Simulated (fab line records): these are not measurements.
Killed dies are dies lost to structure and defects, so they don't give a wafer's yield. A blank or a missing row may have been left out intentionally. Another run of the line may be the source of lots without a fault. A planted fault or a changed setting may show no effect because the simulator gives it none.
Split-lot trial || flow n5 finfet || on a route of 1938 steps: 7 lots, 21 wafers read

== ABOUT THE SPLIT ==
At N5_FIN_CUT_CUT_ETCH_26 (etches SiNx in CH3F/O2, target depth 39 nm, time 55.7 s), the setting time s was moved away from the recipe's 55.7 s on 6 of the 21 wafers read, by -18.8% to +19.7%. All remaining wafers had this setting at the recipe value.

Reading taken at the split's own step.

== THE READING ==
etch.depth nm (the simulator's own value, which no gauge read), in nm, at N5_FIN_CUT_CUT_ETCH_26 (etches SiNx in CH3F/O2, target depth 39 nm, time 55.7 s). The file gives no usual value for it. Here, 15 wafers ran the recipe; their average is 39.61 nm with a standard deviation of 0.63 nm.

{"wafer": "L074.1", "tool, chamber at the split": "rie diel-03, 1", "time s as run, s": 55.7, "against the recipe": "recipe", "etch.depth nm, nm": 39.1, "against lot-mates on the recipe": "-"}
{"wafer": "L074.3", "tool, chamber at the split": "rie diel-03, 3", "time s as run, s": 55.7, "against the recipe": "recipe", "etch.depth nm, nm": 39, "against lot-mates on the recipe": "-"}
{"wafer": "L074.5", "tool, chamber at the split": "rie diel-03, 2", "time s as run, s": 55.7, "against the recipe": "recipe", "etch.depth nm, nm": 39.66, "against lot-mates on the recipe": "-"}
{"wafer": "L078.2", "tool, chamber at the split": "rie diel-04, 0", "time s as run, s": 55.7, "against the recipe": "recipe", "etch.depth nm, nm": 39.11, "against lot-mates on the recipe": "-"}
{"wafer": "L078.3", "tool, chamber at the split": "rie diel-04, 1", "time s as run, s": 55.7, "against the recipe": "recipe", "etch.depth nm, nm": 41.25, "against lot-mates on the recipe": "-"}
{"wafer": "L078.6", "tool, chamber at the split": "rie diel-04, 0", "time s as run, s": 55.7, "against the recipe": "recipe", "etch.depth nm, nm": 39.31, "against lot-mates on the recipe": "-"}
{"wafer": "L086.2", "tool, chamber at the split": "rie diel-03, 3", "time s as run, s": 59.71, "against the recipe": "+7.2%", "etch.depth nm, nm": 41.15, "against lot-mates on the recipe": "+1.25"}
{"wafer": "L086.4", "tool, chamber at the split": "rie diel-03, 0", "time s as run, s": 59.71, "against the recipe": "+7.2%", "etch.depth nm, nm": 42.53, "against lot-mates on the recipe": "+2.63"}
{"wafer": "L086.6", "tool, chamber at the split": "rie diel-03, 0", "time s as run, s": 55.7, "against the recipe": "recipe", "etch.depth nm, nm": 39.9, "against lot-mates on the recipe": "-"}
{"wafer": "L088.3", "tool, chamber at the split": "rie diel-03, 2", "time s as run, s": 55.7, "against the recipe": "recipe", "etch.depth nm, nm": 39.38, "against lot-mates on the recipe": "-"}
{"wafer": "L088.5", "tool, chamber at the split": "rie diel-03, 0", "time s as run, s": 55.7, "against the recipe": "recipe", "etch.depth nm, nm": 38.97, "against lot-mates on the recipe": "-"}
{"wafer": "L088.6", "tool, chamber at the split": "rie diel-03, 1", "time s as run, s": 45.21, "against the recipe": "-18.8%", "etch.depth nm, nm": 31.5, "against lot-mates on the recipe": -7.67}
{"wafer": "L090.2", "tool, chamber at the split": "rie diel-04, 0", "time s as run, s": 66.65, "against the recipe": "+19.7%", "etch.depth nm, nm": 46.3, "against lot-mates on the recipe": "+6.26"}
{"wafer": "L090.4", "tool, chamber at the split": "rie diel-04, 2", "time s as run, s": 66.65, "against the recipe": "+19.7%", "etch.depth nm, nm": 47.16, "against lot-mates on the recipe": "+7.12"}
{"wafer": "L090.6", "tool, chamber at the split": "rie diel-04, 1", "time s as run, s": 55.7, "against the recipe": "recipe", "etch.depth nm, nm": 40.04, "against lot-mates on the recipe": "-"}
{"wafer": "L091.2", "tool, chamber at the split": "rie diel-04, 3", "time s as run, s": 55.7, "against the recipe": "recipe", "etch.depth nm, nm": 39.03, "against lot-mates on the recipe": "-"}
{"wafer": "L091.4", "tool, chamber at the split": "rie diel-04, 2", "time s as run, s": 55.7, "against the recipe": "recipe", "etch.depth nm, nm": 40.05, "against lot-mates on the recipe": "-"}
{"wafer": "L091.6", "tool, chamber at the split": "rie diel-04, 1", "time s as run, s": 55.7, "against the recipe": "recipe", "etch.depth nm, nm": 40.36, "against lot-mates on the recipe": "-"}
{"wafer": "L095.1", "tool, chamber at the split": "rie diel-03, 3", "time s as run, s": 55.7, "against the recipe": "recipe", "etch.depth nm, nm": 39.08, "against lot-mates on the recipe": "-"}
{"wafer": "L095.3", "tool, chamber at the split": "rie diel-03, 2", "time s as run, s": 55.7, "against the recipe": "recipe", "etch.depth nm, nm": 39.94, "against lot-mates on the recipe": "-"}
{"wafer": "L095.5", "tool, chamber at the split": "rie diel-03, 1", "time s as run, s": 51.3, "against the recipe": "-7.9%", "etch.depth nm, nm": 35.81, "against lot-mates on the recipe": -3.70}

FIT RESULTS
A straight line over all 21 wafers: etch.depth nm changes by +0.386 nm for each +1% of time s; r = +0.98; the points scatter about the line by 0.68 nm.
The same after taking each lot's own level away (the mean of its wafers on the recipe; 21 wafers): +0.363 nm for each +1%; r = +0.98; scatter 0.64 nm.
The reading moves by 7.1 nm for the largest change in time s, on that fit.
The span of the lots' own levels, 39.175 to 40.040 nm, comes to 1.4 times the standard deviation stated above.
So the lot-to-lot level changes the slope little: the two slopes agree.
Check: with one of the wafers moved furthest among these (+19.7%) left out of the fit, the line predicts +7.27 nm for it against its lot-mates. Against them it came out at +6.26 nm.

== OTHER SPLITS APPLIED TO THESE WAFERS ==
Other splits were also applied to these wafers ahead of the reading. Each is held against what the fit with the lots' levels taken away leaves over:
{"other split on the same wafers": "N5_PMOS_HMC_CHANNEL_EPI_COAT_03 spin rpm", "wafers away from the commonest value": 6, "r with etch.depth nm (lot level and that fit taken away)": -0.50}
{"other split on the same wafers": "N5_PMOS_HMC_CHANNEL_EPI_EXPOSE_06 dose mj", "wafers away from the commonest value": 8, "r with etch.depth nm (lot level and that fit taken away)": -0.03}
{"other split on the same wafers": "N5_FIN_SAQP_SPACER1_ALD_24 ald cycles", "wafers away from the commonest value": 7, "r with etch.depth nm (lot level and that fit taken away)": "+0.14"}
{"other split on the same wafers": "N5_FIN_SAQP_ETCH_65 time s", "wafers away from the commonest value": 5, "r with etch.depth nm (lot level and that fit taken away)": -0.31}

== THE FILE'S OWN FIT ==
etch.depth nm changes by +0.373 nm for each +1% of time s, r = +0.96.
